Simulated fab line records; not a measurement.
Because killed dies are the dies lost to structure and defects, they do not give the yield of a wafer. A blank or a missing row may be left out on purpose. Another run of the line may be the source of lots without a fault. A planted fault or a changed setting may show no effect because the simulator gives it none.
Which tool is to blame? || flow n5-finfet || 24 lots, 72 wafers sampled, at 5 steps of a route of 1938

== WHAT EACH GAUGE READ, for each wafer ==
N5_BEOL_M10_INSPECT_58: inspects for defects (darkfield). Usual: raw-defect-count 68, standard deviation 21.
{"lot": "L076", "measured": "day 12 00:02", "on": "defect-inspect-02", "raw-defect-count": "64 71 93", "flag": ""}
{"lot": "L078", "measured": "day 12 12:04", "on": "defect-inspect-01", "raw-defect-count": "50 44 42", "flag": ""}
{"lot": "L074", "measured": "day 12 16:22", "on": "defect-inspect-02", "raw-defect-count": "66 70 43", "flag": ""}
{"lot": "L077", "measured": "day 12 20:17", "on": "defect-inspect-01", "raw-defect-count": "57 39 72", "flag": ""}
{"lot": "L079", "measured": "day 12 23:53", "on": "defect-inspect-01", "raw-defect-count": "66 44 81", "flag": ""}
{"lot": "L080", "measured": "day 13 01:09", "on": "defect-inspect-01", "raw-defect-count": "66 105 77", "flag": ""}
{"lot": "L075", "measured": "day 13 05:18", "on": "defect-inspect-02", "raw-defect-count": "78 69 76", "flag": ""}
{"lot": "L081", "measured": "day 13 18:11", "on": "defect-inspect-02", "raw-defect-count": "73 44 64", "flag": ""}
{"lot": "L083", "measured": "day 13 23:39", "on": "defect-inspect-02", "raw-defect-count": "86 50 56", "flag": ""}
{"lot": "L082", "measured": "day 14 00:58", "on": "defect-inspect-01", "raw-defect-count": "46 61 36", "flag": ""}
{"lot": "L086", "measured": "day 15 01:28", "on": "defect-inspect-02", "raw-defect-count": "67 69 86", "flag": ""}
{"lot": "L084", "measured": "day 15 06:46", "on": "defect-inspect-01", "raw-defect-count": "63 45 97", "flag": ""}
{"lot": "L085", "measured": "day 15 07:57", "on": "defect-inspect-02", "raw-defect-count": "78 94 85", "flag": ""}
{"lot": "L087", "measured": "day 15 10:04", "on": "defect-inspect-02", "raw-defect-count": "79 78 79", "flag": ""}
{"lot": "L089", "measured": "day 16 03:11", "on": "defect-inspect-01", "raw-defect-count": "39 36 31", "flag": ""}
{"lot": "L088", "measured": "day 16 03:12", "on": "defect-inspect-02", "raw-defect-count": "54 49 72", "flag": ""}
{"lot": "L091", "measured": "day 16 03:41", "on": "defect-inspect-01", "raw-defect-count": "40 81 77", "flag": ""}
{"lot": "L094", "measured": "day 16 08:38", "on": "defect-inspect-02", "raw-defect-count": "50 68 61", "flag": ""}
{"lot": "L090", "measured": "day 16 12:44", "on": "defect-inspect-01", "raw-defect-count": "93 55 123", "flag": ""}
{"lot": "L092", "measured": "day 16 20:13", "on": "defect-inspect-02", "raw-defect-count": "105 120 66", "flag": ""}
{"lot": "L093", "measured": "day 16 22:20", "on": "defect-inspect-02", "raw-defect-count": "62 63 74", "flag": ""}
{"lot": "L095", "measured": "day 18 03:52", "on": "defect-inspect-01", "raw-defect-count": "60 65 84", "flag": ""}
{"lot": "L096", "measured": "day 18 04:32", "on": "defect-inspect-02", "raw-defect-count": "91 75 59", "flag": ""}
{"lot": "L097", "measured": "day 19 01:15", "on": "defect-inspect-02", "raw-defect-count": "64 51 85", "flag": ""}

N5_BEOL_M11_OVL_MEAS_12. Usual: M11_OVL typically reads 0.1 nm, with standard deviation 0.77.
{"lot": "L076", "measured": "day 12 03:08", "on": "overlay-02", "M11_OVL (nm)": "-0.7 -1.0 -0.2", "flag": ""}
{"lot": "L078", "measured": "day 12 14:54", "on": "overlay-02", "M11_OVL (nm)": "-0.5 0.0 0.2", "flag": ""}
{"lot": "L074", "measured": "day 12 18:48", "on": "overlay-01", "M11_OVL (nm)": "1.3 -0.6 -0.9", "flag": ""}
{"lot": "L077", "measured": "day 12 22:50", "on": "overlay-02", "M11_OVL (nm)": "0.0 1.2 -0.3", "flag": ""}
{"lot": "L079", "measured": "day 13 03:05", "on": "overlay-01", "M11_OVL (nm)": "0.5 0.8 1.6", "flag": ""}
{"lot": "L080", "measured": "day 13 03:29", "on": "overlay-02", "M11_OVL (nm)": "0.5 1.2 0.9", "flag": ""}
{"lot": "L075", "measured": "day 13 07:56", "on": "overlay-01", "M11_OVL (nm)": "-1.0 -0.2 0.1", "flag": ""}
{"lot": "L081", "measured": "day 13 20:09", "on": "overlay-02", "M11_OVL (nm)": "0.6 0.3 0.0", "flag": ""}
{"lot": "L083", "measured": "day 14 01:19", "on": "overlay-02", "M11_OVL (nm)": "0.6 0.2 1.3", "flag": ""}
{"lot": "L082", "measured": "day 14 04:36", "on": "overlay-02", "M11_OVL (nm)": "-0.8 -1.1 -1.0", "flag": ""}
{"lot": "L086", "measured": "day 15 03:43", "on": "overlay-01", "M11_OVL (nm)": "0.3 -0.3 0.3", "flag": ""}
{"lot": "L084", "measured": "day 15 08:12", "on": "overlay-02", "M11_OVL (nm)": "-1.0 -0.2 -0.1", "flag": ""}
{"lot": "L085", "measured": "day 15 09:47", "on": "overlay-01", "M11_OVL (nm)": "0.2 -0.4 -0.3", "flag": ""}
{"lot": "L087", "measured": "day 15 13:26", "on": "overlay-02", "M11_OVL (nm)": "-0.1 -0.8 0.8", "flag": ""}
{"lot": "L089", "measured": "day 16 06:05", "on": "overlay-02", "M11_OVL (nm)": "-0.1 0.7 -0.8", "flag": ""}
{"lot": "L088", "measured": "day 16 06:18", "on": "overlay-02", "M11_OVL (nm)": "-1.1 -1.7 0.5", "flag": ""}
{"lot": "L091", "measured": "day 16 06:30", "on": "overlay-01", "M11_OVL (nm)": "0.3 1.4 1.0", "flag": ""}
{"lot": "L094", "measured": "day 16 10:27", "on": "overlay-01", "M11_OVL (nm)": "1.4 0.6 -0.3", "flag": ""}
{"lot": "L090", "measured": "day 16 14:55", "on": "overlay-01", "M11_OVL (nm)": "-1.7 0.7 0.4", "flag": ""}
{"lot": "L092", "measured": "day 16 21:29", "on": "overlay-02", "M11_OVL (nm)": "1.0 0.3 0.5", "flag": ""}
{"lot": "L093", "measured": "day 17 00:14", "on": "overlay-01", "M11_OVL (nm)": "0.3 0.6 0.4", "flag": ""}
{"lot": "L095", "measured": "day 18 06:58", "on": "overlay-01", "M11_OVL (nm)": "0.8 -1.0 0.3", "flag": ""}
{"lot": "L096", "measured": "day 18 07:41", "on": "overlay-01", "M11_OVL (nm)": "0.1 -0.9 -0.9", "flag": ""}
{"lot": "L097", "measured": "day 19 02:57", "on": "overlay-02", "M11_OVL (nm)": "0.0 -0.1 -0.4", "flag": ""}

N5_BEOL_M11_CD_MEAS_35: target cd 70 nm. Usual: cd-nm 69.9 nm, standard deviation 0.56.
{"lot": "L076", "measured": "day 12 04:47", "on": "cd-sem-02", "cd-nm (nm)": "70.6 70.8 70.7", "flag": ""}
{"lot": "L078", "measured": "day 12 18:04", "on": "cd-sem-01", "cd-nm (nm)": "70.5 70.5 69.1", "flag": ""}
{"lot": "L074", "measured": "day 12 22:31", "on": "cd-sem-03", "cd-nm (nm)": "69.9 69.5 70.6", "flag": ""}
{"lot": "L077", "measured": "day 13 02:24", "on": "cd-sem-03", "cd-nm (nm)": "70.0 70.4 69.6", "flag": ""}
{"lot": "L079", "measured": "day 13 04:56", "on": "cd-sem-03", "cd-nm (nm)": "69.0 69.8 69.2", "flag": ""}
{"lot": "L080", "measured": "day 13 05:22", "on": "cd-sem-03", "cd-nm (nm)": "71.0 69.7 70.1", "flag": ""}
{"lot": "L075", "measured": "day 13 11:53", "on": "cd-sem-03", "cd-nm (nm)": "69.7 70.1 70.9", "flag": ""}
{"lot": "L081", "measured": "day 13 23:31", "on": "cd-sem-02", "cd-nm (nm)": "69.9 69.5 69.6", "flag": ""}
{"lot": "L083", "measured": "day 14 05:42", "on": "cd-sem-03", "cd-nm (nm)": "68.6 69.3 69.1", "flag": ""}
{"lot": "L082", "measured": "day 14 13:02", "on": "cd-sem-03", "cd-nm (nm)": "69.8 69.8 69.6", "flag": ""}
{"lot": "L086", "measured": "day 15 06:05", "on": "cd-sem-02", "cd-nm (nm)": "69.6 70.6 69.7", "flag": ""}
{"lot": "L084", "measured": "day 15 11:10", "on": "cd-sem-01", "cd-nm (nm)": "70.1 70.0 71.0", "flag": ""}
{"lot": "L085", "measured": "day 15 13:53", "on": "cd-sem-03", "cd-nm (nm)": "70.0 68.8 70.3", "flag": ""}
{"lot": "L087", "measured": "day 15 15:05", "on": "cd-sem-03", "cd-nm (nm)": "69.6 69.2 71.3", "flag": ""}
{"lot": "L089", "measured": "day 16 10:18", "on": "cd-sem-03", "cd-nm (nm)": "69.6 69.6 69.6", "flag": ""}
{"lot": "L088", "measured": "day 16 09:53", "on": "cd-sem-03", "cd-nm (nm)": "69.3 69.4 69.5", "flag": ""}
{"lot": "L091", "measured": "day 16 11:25", "on": "cd-sem-02", "cd-nm (nm)": "69.5 70.0 70.1", "flag": ""}
{"lot": "L094", "measured": "day 16 13:26", "on": "cd-sem-02", "cd-nm (nm)": "70.0 70.3 71.4", "flag": ""}
{"lot": "L090", "measured": "day 16 16:50", "on": "cd-sem-03", "cd-nm (nm)": "69.7 70.4 70.3", "flag": ""}
{"lot": "L092", "measured": "day 16 23:26", "on": "cd-sem-03", "cd-nm (nm)": "69.9 69.7 69.5", "flag": ""}
{"lot": "L093", "measured": "day 17 04:07", "on": "cd-sem-02", "cd-nm (nm)": "70.0 69.1 69.9", "flag": ""}
{"lot": "L095", "measured": "day 18 08:47", "on": "cd-sem-03", "cd-nm (nm)": "70.0 69.6 70.0", "flag": ""}
{"lot": "L096", "measured": "day 18 09:31", "on": "cd-sem-03", "cd-nm (nm)": "70.6 69.7 70.7", "flag": ""}
{"lot": "L097", "measured": "day 19 05:30", "on": "cd-sem-02", "cd-nm (nm)": "70.1 70.2 70.2", "flag": ""}

== WHICH TOOL RAN EACH LOT (tool, then ch and the chambers of the sampled wafers, then the start) ==
{"lot": "L076", "N5_BEOL_M11_HM_DEP_02": "pvd-sputter-02, day 12 02:44", "N5_BEOL_M11_STRIP_36": "rie-diel-05 ch 0,1,2, day 12 04:25"}
{"lot": "L078", "N5_BEOL_M11_HM_DEP_02": "pvd-sputter-01, day 12 14:22", "N5_BEOL_M11_STRIP_36": "rie-diel-05 ch 2,3, day 12 17:41"}
{"lot": "L074", "N5_BEOL_M11_HM_DEP_02": "pvd-sputter-03, day 12 18:16", "N5_BEOL_M11_STRIP_36": "rie-diel-05 ch 0,2,3, day 12 22:08"}
{"lot": "L077", "N5_BEOL_M11_HM_DEP_02": "pvd-sputter-03, day 12 22:19", "N5_BEOL_M11_STRIP_36": "rie-diel-04 ch 1,2, day 13 02:01"}
{"lot": "L079", "N5_BEOL_M11_HM_DEP_02": "pvd-sputter-01, day 13 02:34", "N5_BEOL_M11_STRIP_36": "rie-diel-05 ch 1,3, day 13 04:33"}
{"lot": "L080", "N5_BEOL_M11_HM_DEP_02": "pvd-sputter-03, day 13 02:57", "N5_BEOL_M11_STRIP_36": "rie-diel-04 ch 1,2,3, day 13 05:00"}
{"lot": "L075", "N5_BEOL_M11_HM_DEP_02": "pvd-sputter-02, day 13 07:24", "N5_BEOL_M11_STRIP_36": "rie-diel-04 ch 0,2, day 13 11:31"}
{"lot": "L081", "N5_BEOL_M11_HM_DEP_02": "pvd-sputter-03, day 13 19:44", "N5_BEOL_M11_STRIP_36": "rie-diel-05 ch 2,3, day 13 23:08"}
{"lot": "L083", "N5_BEOL_M11_HM_DEP_02": "pvd-sputter-03, day 14 00:55", "N5_BEOL_M11_STRIP_36": "rie-diel-01 ch 0,1,2, day 14 05:20"}
{"lot": "L082", "N5_BEOL_M11_HM_DEP_02": "pvd-sputter-01, day 14 04:04", "N5_BEOL_M11_STRIP_36": "rie-diel-05 ch 0,2,3, day 14 12:40"}
{"lot": "L086", "N5_BEOL_M11_HM_DEP_02": "pvd-sputter-03, day 15 03:11", "N5_BEOL_M11_STRIP_36": "rie-diel-04 ch 0,2,3, day 15 05:43"}
{"lot": "L084", "N5_BEOL_M11_HM_DEP_02": "pvd-sputter-02, day 15 07:48", "N5_BEOL_M11_STRIP_36": "rie-diel-05 ch 0,1,2, day 15 10:47"}
{"lot": "L085", "N5_BEOL_M11_HM_DEP_02": "pvd-sputter-03, day 15 09:23", "N5_BEOL_M11_STRIP_36": "rie-diel-01 ch 2,3, day 15 13:31"}
{"lot": "L087", "N5_BEOL_M11_HM_DEP_02": "pvd-sputter-03, day 15 13:02", "N5_BEOL_M11_STRIP_36": "rie-diel-01 ch 0,2,3, day 15 14:43"}
{"lot": "L089", "N5_BEOL_M11_HM_DEP_02": "pvd-sputter-01, day 16 05:40", "N5_BEOL_M11_STRIP_36": "rie-diel-04 ch 0,1,2, day 16 09:55"}
{"lot": "L088", "N5_BEOL_M11_HM_DEP_02": "pvd-sputter-01, day 16 05:46", "N5_BEOL_M11_STRIP_36": "rie-diel-05 ch 1,2,3, day 16 09:30"}
{"lot": "L091", "N5_BEOL_M11_HM_DEP_02": "pvd-sputter-01, day 16 05:58", "N5_BEOL_M11_STRIP_36": "rie-diel-04 ch 0,2, day 16 11:02"}
{"lot": "L094", "N5_BEOL_M11_HM_DEP_02": "pvd-sputter-01, day 16 10:03", "N5_BEOL_M11_STRIP_36": "rie-diel-01 ch 0,1,3, day 16 13:02"}
{"lot": "L090", "N5_BEOL_M11_HM_DEP_02": "pvd-sputter-01, day 16 14:23", "N5_BEOL_M11_STRIP_36": "rie-diel-01 ch 1,2,3, day 16 16:27"}
{"lot": "L092", "N5_BEOL_M11_HM_DEP_02": "pvd-sputter-02, day 16 20:58", "N5_BEOL_M11_STRIP_36": "rie-diel-05 ch 0,1,2, day 16 23:03"}
{"lot": "L093", "N5_BEOL_M11_HM_DEP_02": "pvd-sputter-03, day 16 23:50", "N5_BEOL_M11_STRIP_36": "rie-diel-04 ch 0,3, day 17 03:44"}
{"lot": "L095", "N5_BEOL_M11_HM_DEP_02": "pvd-sputter-02, day 18 06:26", "N5_BEOL_M11_STRIP_36": "rie-diel-04 ch 1,2,3, day 18 08:24"}
{"lot": "L096", "N5_BEOL_M11_HM_DEP_02": "pvd-sputter-02, day 18 07:10", "N5_BEOL_M11_STRIP_36": "rie-diel-04 ch 1,2,3, day 18 09:08"}
{"lot": "L097", "N5_BEOL_M11_HM_DEP_02": "pvd-sputter-02, day 19 02:25", "N5_BEOL_M11_STRIP_36": "rie-diel-04 ch 0,1, day 19 05:07"}
- N5_BEOL_M11_HM_DEP_02: deposits TiN, target thk 20 nm.
- N5_BEOL_M11_STRIP_36: strips in N2/H2.

== WHAT THE TOOLS THEMSELVES READ (means of the sampled wafers that have a number; where no wafer has one, the mark that the record gives instead) ==
N5_BEOL_M11_HM_DEP_02. Usual: throttle-valve-pct 29.8 %, standard deviation 0.92.
{"lot": "L076", "tool": "pvd-sputter-02", "throttle-valve-pct (%)": 29.2, "flag": ""}
{"lot": "L078", "tool": "pvd-sputter-01", "throttle-valve-pct (%)": 29.5, "flag": ""}
{"lot": "L074", "tool": "pvd-sputter-03", "throttle-valve-pct (%)": 30.2, "flag": ""}
{"lot": "L077", "tool": "pvd-sputter-03", "throttle-valve-pct (%)": 30.4, "flag": ""}
{"lot": "L079", "tool": "pvd-sputter-01", "throttle-valve-pct (%)": 29.4, "flag": ""}
{"lot": "L080", "tool": "pvd-sputter-03", "throttle-valve-pct (%)": 29.8, "flag": ""}
{"lot": "L075", "tool": "pvd-sputter-02", "throttle-valve-pct (%)": 29.8, "flag": ""}
{"lot": "L081", "tool": "pvd-sputter-03", "throttle-valve-pct (%)": 30.3, "flag": ""}
{"lot": "L083", "tool": "pvd-sputter-03", "throttle-valve-pct (%)": 30.3, "flag": ""}
{"lot": "L082", "tool": "pvd-sputter-01", "throttle-valve-pct (%)": 30.5, "flag": ""}
{"lot": "L086", "tool": "pvd-sputter-03", "throttle-valve-pct (%)": 30.4, "flag": ""}
{"lot": "L084", "tool": "pvd-sputter-02", "throttle-valve-pct (%)": 29.6, "flag": ""}
{"lot": "L085", "tool": "pvd-sputter-03", "throttle-valve-pct (%)": 30.5, "flag": ""}
{"lot": "L087", "tool": "pvd-sputter-03", "throttle-valve-pct (%)": 30.9, "flag": ""}
{"lot": "L089", "tool": "pvd-sputter-01", "throttle-valve-pct (%)": 29.9, "flag": ""}
{"lot": "L088", "tool": "pvd-sputter-01", "throttle-valve-pct (%)": 29.0, "flag": ""}
{"lot": "L091", "tool": "pvd-sputter-01", "throttle-valve-pct (%)": 29.7, "flag": ""}
{"lot": "L094", "tool": "pvd-sputter-01", "throttle-valve-pct (%)": 29.0, "flag": ""}
{"lot": "L090", "tool": "pvd-sputter-01", "throttle-valve-pct (%)": 29.5, "flag": ""}
{"lot": "L092", "tool": "pvd-sputter-02", "throttle-valve-pct (%)": 29.6, "flag": ""}
{"lot": "L093", "tool": "pvd-sputter-03", "throttle-valve-pct (%)": 30.5, "flag": ""}
{"lot": "L095", "tool": "pvd-sputter-02", "throttle-valve-pct (%)": 29.6, "flag": ""}
{"lot": "L096", "tool": "pvd-sputter-02", "throttle-valve-pct (%)": 29.1, "flag": ""}
{"lot": "L097", "tool": "pvd-sputter-02", "throttle-valve-pct (%)": 29.3, "flag": ""}

N5_BEOL_M11_STRIP_36. Usual: bias-power-w 7.001 W, standard deviation 0.02; drypump-motor-current-A 5.6 A, standard deviation 0.44; oes-product-au 0.81 a.u., standard deviation 0.081; rf-vpp-V 59.0 V, standard deviation 1.7; showerhead-plenum-p-Torr 2.51 Torr, standard deviation 0.09; throttle-valve-pct 23.71 %, standard deviation 0.28.
{"lot": "L076", "tool": "rie-diel-05", "bias-power-w (W)": 6.998, "drypump-motor-current-A (A)": 5.4, "oes-product-au (a.u.)": 0.77, "rf-vpp-V (V)": 58.8, "showerhead-plenum-p-Torr (Torr)": 2.58, "throttle-valve-pct (%)": 23.82, "flag": ""}
{"lot": "L078", "tool": "rie-diel-05", "bias-power-w (W)": 7.010, "drypump-motor-current-A (A)": 5.4, "oes-product-au (a.u.)": 0.77, "rf-vpp-V (V)": 57.9, "showerhead-plenum-p-Torr (Torr)": 2.43, "throttle-valve-pct (%)": 23.50, "flag": ""}
{"lot": "L074", "tool": "rie-diel-05", "bias-power-w (W)": 7.005, "drypump-motor-current-A (A)": 5.1, "oes-product-au (a.u.)": 0.75, "rf-vpp-V (V)": 56.9, "showerhead-plenum-p-Torr (Torr)": 2.50, "throttle-valve-pct (%)": 23.66, "flag": ""}
{"lot": "L077", "tool": "rie-diel-04", "bias-power-w (W)": 7.004, "drypump-motor-current-A (A)": 5.7, "oes-product-au (a.u.)": 0.79, "rf-vpp-V (V)": 60.0, "showerhead-plenum-p-Torr (Torr)": 2.45, "throttle-valve-pct (%)": 23.67, "flag": ""}
{"lot": "L079", "tool": "rie-diel-05", "bias-power-w (W)": 6.987, "drypump-motor-current-A (A)": 5.3, "oes-product-au (a.u.)": 0.84, "rf-vpp-V (V)": 60.1, "showerhead-plenum-p-Torr (Torr)": 2.53, "throttle-valve-pct (%)": 23.84, "flag": ""}
{"lot": "L080", "tool": "rie-diel-04", "bias-power-w (W)": 7.007, "drypump-motor-current-A (A)": 5.7, "oes-product-au (a.u.)": 0.75, "rf-vpp-V (V)": 58.4, "showerhead-plenum-p-Torr (Torr)": 2.46, "throttle-valve-pct (%)": 23.67, "flag": ""}
{"lot": "L075", "tool": "rie-diel-04", "bias-power-w (W)": 6.983, "drypump-motor-current-A (A)": 5.7, "oes-product-au (a.u.)": 0.91, "rf-vpp-V (V)": 59.6, "showerhead-plenum-p-Torr (Torr)": 2.48, "throttle-valve-pct (%)": 23.64, "flag": ""}
{"lot": "L081", "tool": "rie-diel-05", "bias-power-w (W)": 6.995, "drypump-motor-current-A (A)": 5.2, "oes-product-au (a.u.)": 0.80, "rf-vpp-V (V)": 58.0, "showerhead-plenum-p-Torr (Torr)": 2.44, "throttle-valve-pct (%)": 23.63, "flag": ""}
{"lot": "L083", "tool": "rie-diel-01", "bias-power-w (W)": 7.011, "drypump-motor-current-A (A)": 5.8, "oes-product-au (a.u.)": 0.79, "rf-vpp-V (V)": 59.2, "showerhead-plenum-p-Torr (Torr)": 2.60, "throttle-valve-pct (%)": 23.75, "flag": ""}
{"lot": "L082", "tool": "rie-diel-05", "bias-power-w (W)": 7.004, "drypump-motor-current-A (A)": 5.1, "oes-product-au (a.u.)": 0.75, "rf-vpp-V (V)": 61.2, "showerhead-plenum-p-Torr (Torr)": 2.49, "throttle-valve-pct (%)": 23.70, "flag": ""}
{"lot": "L086", "tool": "rie-diel-04", "bias-power-w (W)": 7.016, "drypump-motor-current-A (A)": 5.7, "oes-product-au (a.u.)": 0.87, "rf-vpp-V (V)": 59.3, "showerhead-plenum-p-Torr (Torr)": 2.47, "throttle-valve-pct (%)": 23.59, "flag": ""}
{"lot": "L084", "tool": "rie-diel-05", "bias-power-w (W)": 6.986, "drypump-motor-current-A (A)": 5.4, "oes-product-au (a.u.)": 0.74, "rf-vpp-V (V)": 58.6, "showerhead-plenum-p-Torr (Torr)": 2.57, "throttle-valve-pct (%)": 23.83, "flag": ""}
{"lot": "L085", "tool": "rie-diel-01", "bias-power-w (W)": 6.979, "drypump-motor-current-A (A)": 5.5, "oes-product-au (a.u.)": 0.81, "rf-vpp-V (V)": 60.0, "showerhead-plenum-p-Torr (Torr)": 2.53, "throttle-valve-pct (%)": 23.51, "flag": ""}
{"lot": "L087", "tool": "rie-diel-01", "bias-power-w (W)": 7.005, "drypump-motor-current-A (A)": 5.9, "oes-product-au (a.u.)": 0.83, "rf-vpp-V (V)": 57.0, "showerhead-plenum-p-Torr (Torr)": 2.54, "throttle-valve-pct (%)": 23.65, "flag": ""}
{"lot": "L089", "tool": "rie-diel-04", "bias-power-w (W)": 7.007, "drypump-motor-current-A (A)": 5.7, "oes-product-au (a.u.)": 0.80, "rf-vpp-V (V)": 59.5, "showerhead-plenum-p-Torr (Torr)": 2.45, "throttle-valve-pct (%)": 23.70, "flag": ""}
{"lot": "L088", "tool": "rie-diel-05", "bias-power-w (W)": 7.003, "drypump-motor-current-A (A)": 5.5, "oes-product-au (a.u.)": 0.77, "rf-vpp-V (V)": 57.8, "showerhead-plenum-p-Torr (Torr)": 2.50, "throttle-valve-pct (%)": 23.80, "flag": ""}
{"lot": "L091", "tool": "rie-diel-04", "bias-power-w (W)": 6.982, "drypump-motor-current-A (A)": 5.7, "oes-product-au (a.u.)": 0.85, "rf-vpp-V (V)": 58.4, "showerhead-plenum-p-Torr (Torr)": 2.47, "throttle-valve-pct (%)": 23.63, "flag": ""}
{"lot": "L094", "tool": "rie-diel-01", "bias-power-w (W)": 6.993, "drypump-motor-current-A (A)": 6.2, "oes-product-au (a.u.)": 0.89, "rf-vpp-V (V)": 60.0, "showerhead-plenum-p-Torr (Torr)": 2.55, "throttle-valve-pct (%)": 23.61, "flag": ""}
{"lot": "L090", "tool": "rie-diel-01", "bias-power-w (W)": 6.994, "drypump-motor-current-A (A)": 5.9, "oes-product-au (a.u.)": 0.86, "rf-vpp-V (V)": 59.7, "showerhead-plenum-p-Torr (Torr)": 2.54, "throttle-valve-pct (%)": 23.46, "flag": ""}
{"lot": "L092", "tool": "rie-diel-05", "bias-power-w (W)": 7.003, "drypump-motor-current-A (A)": 5.4, "oes-product-au (a.u.)": 0.84, "rf-vpp-V (V)": 56.9, "showerhead-plenum-p-Torr (Torr)": 2.56, "throttle-valve-pct (%)": 23.73, "flag": ""}
{"lot": "L093", "tool": "rie-diel-04", "bias-power-w (W)": 6.997, "drypump-motor-current-A (A)": 5.9, "oes-product-au (a.u.)": 0.91, "rf-vpp-V (V)": 58.6, "showerhead-plenum-p-Torr (Torr)": 2.50, "throttle-valve-pct (%)": 23.77, "flag": ""}
{"lot": "L095", "tool": "rie-diel-04", "bias-power-w (W)": 7.018, "drypump-motor-current-A (A)": 5.7, "oes-product-au (a.u.)": 0.80, "rf-vpp-V (V)": 59.6, "showerhead-plenum-p-Torr (Torr)": 2.44, "throttle-valve-pct (%)": 23.64, "flag": ""}
{"lot": "L096", "tool": "rie-diel-04", "bias-power-w (W)": 7.000, "drypump-motor-current-A (A)": 5.7, "oes-product-au (a.u.)": 0.80, "rf-vpp-V (V)": 59.7, "showerhead-plenum-p-Torr (Torr)": 2.44, "throttle-valve-pct (%)": 23.62, "flag": ""}
{"lot": "L097", "tool": "rie-diel-04", "bias-power-w (W)": 6.986, "drypump-motor-current-A (A)": 5.8, "oes-product-au (a.u.)": 0.81, "rf-vpp-V (V)": 59.3, "showerhead-plenum-p-Torr (Torr)": 2.46, "throttle-valve-pct (%)": 23.89, "flag": ""}

== THE ANSWER, worked out from the rows above alone ==
Rule: a lot is off if the mean of its wafers that have a number lies more than 3 standard deviations from the usual mean. A lot without any number at a reading at which 4 lots or more have one is off too. All remaining lots with rows at the step are treated as sound. First the gauges in route order, then the tools' own readings, where a lot's mean is used as printed above. The first step at which some lot is off is used, and at that step the reading that is off furthest; a lot without a number counts as furthest.
None of the lots is off at any reading shown; this tells nothing.

== WHAT HAD BEEN PUT IN BY THE SIMULATOR ==
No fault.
